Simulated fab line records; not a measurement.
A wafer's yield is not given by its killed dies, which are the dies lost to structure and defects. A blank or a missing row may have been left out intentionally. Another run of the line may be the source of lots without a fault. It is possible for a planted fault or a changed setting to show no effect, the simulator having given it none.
A lot that was struck, set against a sound lot + flow n5-finfet + 15 out of 1938 route steps
Sound: the wafers L653.2, L653.4, L653.6. Struck: wafer L664.2. (L664.1 of the same lot was not struck and is left out.) The cause comes at the end.
For every step that has rows: the tool of each side, followed by ch and its chambers, followed by its first start. Under that, the readings that differ: sound wafers + struck wafers + difference of the means + sigmas: that difference in standard deviations of wafers without a fault.
alike: readings with means less than 2 such deviations apart, plus words and numbers identical on both sides. not compared: withheld readings, readings lacking a value on some wafer, bounds such as >300 that could conceal the same value, and numbers that have no deviation in the record and whose values overlap.
A row with sigmas, a row that says differs or no value, or rows on one side alone: a step with any of these is where the two part. When numbers do not overlap yet have no deviation, they are printed without sigmas and do not part them. A reading missing from all wafers of one side parts the sides only when that side holds two or more wafers.

first, 2 steps without rows for these wafers: N5_BEOL_M2_ANNEAL_87 (time 240 s); N5_BEOL_M2_SPUTTER_88 (material Cu, target thk 4.5 nm, time 8.29 s).
N5_BEOL_M2_ANNEAL_89: time 240 s.
  sound: pvd-sputter-02 at day 7 21:39; struck: pvd-sputter-03 at day 10 16:54
  alike: heater-power-w, susceptor_temp_C_max
then, 2 steps without rows for these wafers: N5_BEOL_M2_SPUTTER_90 (material Cu, target thk 4.5 nm, time 8.29 s); N5_BEOL_M2_ANNEAL_91 (time 240 s).
N5_BEOL_M2_SPUTTER_92: material Cu, target thk 4.5 nm, time 8.29 s.
  sound: pvd-sputter-02 at day 7 22:01; struck: pvd-sputter-03 at day 10 17:16
  alike: throttle-valve-pct
N5_BEOL_M2_ANNEAL_93: time 240 s.
  sound: pvd-sputter-02 at day 7 22:05; struck: pvd-sputter-03 at day 10 17:20
  alike: heater-power-w, susceptor_temp_C_max
then, 2 steps without rows for these wafers: N5_BEOL_M2_SPUTTER_94 (material Cu, target thk 4.5 nm, time 8.29 s); N5_BEOL_M2_ANNEAL_95 (time 240 s).
N5_BEOL_M2_SPUTTER_96: material Cu, target thk 4.5 nm, time 8.29 s.
  sound: pvd-sputter-02 at day 7 22:27; struck: pvd-sputter-03 at day 10 17:42
  alike: throttle-valve-pct
then, 1 step without rows for these wafers: N5_BEOL_M2_ECD_50 (material Cu, target thk 300 nm).
N5_BEOL_M2_ANNEAL_51: time 90 s.
  sound on rtp-anneal-01 ch 0, day 7 22:41; struck on rtp-anneal-02 ch 0, day 10 17:53
  alike: wafer_temp_C_max
N5_BEOL_M2_CMP_52: polishes, stops on SiOC, t overpolish 6.8 s, target thk 40 nm.
  sound on cmp-04 ch 2,3, day 7 22:56; struck on cmp-04 ch 3, day 10 18:17
| reading                                      | sound          | struck | difference | sigmas |
|----------------------------------------------|----------------|--------|------------|--------|
| barrier-field-endpoint-s (s)                 | 25.3 25.0 25.7 | 14.4   | -10.9      | -20    |
| time-to-endpoint-s (s)                       | 66.9 65.2 69.2 | 38.6   | -28.5      | -11    |
| model.Cu_of_BEOL_M2_ECD_50.thk-nm (nm)       | 41.6 43 42.4   | 37.6   | -4.7       |        |
| model.SiOC_of_BEOL_M2_ILD_DEP_00.thk-nm (nm) | 75 76.6 77.2   | 72.6   | -3.7       |        |
  alike: motor-current-A, overpolish-run-s
N5_BEOL_M4_RC_MEAS_101:
  sound on prober-01 ch 0, day 8 16:11; struck on prober-01 ch 0, day 11 14:37
| reading   | sound                | struck | difference | sigmas |
|-----------|----------------------|--------|------------|--------|
| VT_N (mV) | 251.2 251.7 251.9    | 245.4  | -6.2       | -2     |
| VT_P (mV) | -253.0 -253.5 -256.7 | -248.1 | +6.3       | +2     |
  alike: DIBL_N, DIBL_P, IOFF_N, IOFF_P, ION_N, ION_P, SS_N, SS_P
-- record jumps: 4 days separate the struck wafers' starts on either side; left off in module BEOL_M4, taken up again in module PASSIVATION, whose first shown step is the route's number 1936 --
N5_PASSIVATION_PROBE_49:
  the record has rows for the struck wafers here (prober-02, day 16 00:16) and none for the sound ones

WHERE THEY PART
Earliest at N5_BEOL_M2_CMP_52; latest, in this record, at N5_PASSIVATION_PROBE_49.

WHY: the cause the simulator had injected
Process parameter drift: cmp-04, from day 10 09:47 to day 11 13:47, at N5_BEOL_M2_CMP_52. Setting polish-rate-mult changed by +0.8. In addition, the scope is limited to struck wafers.
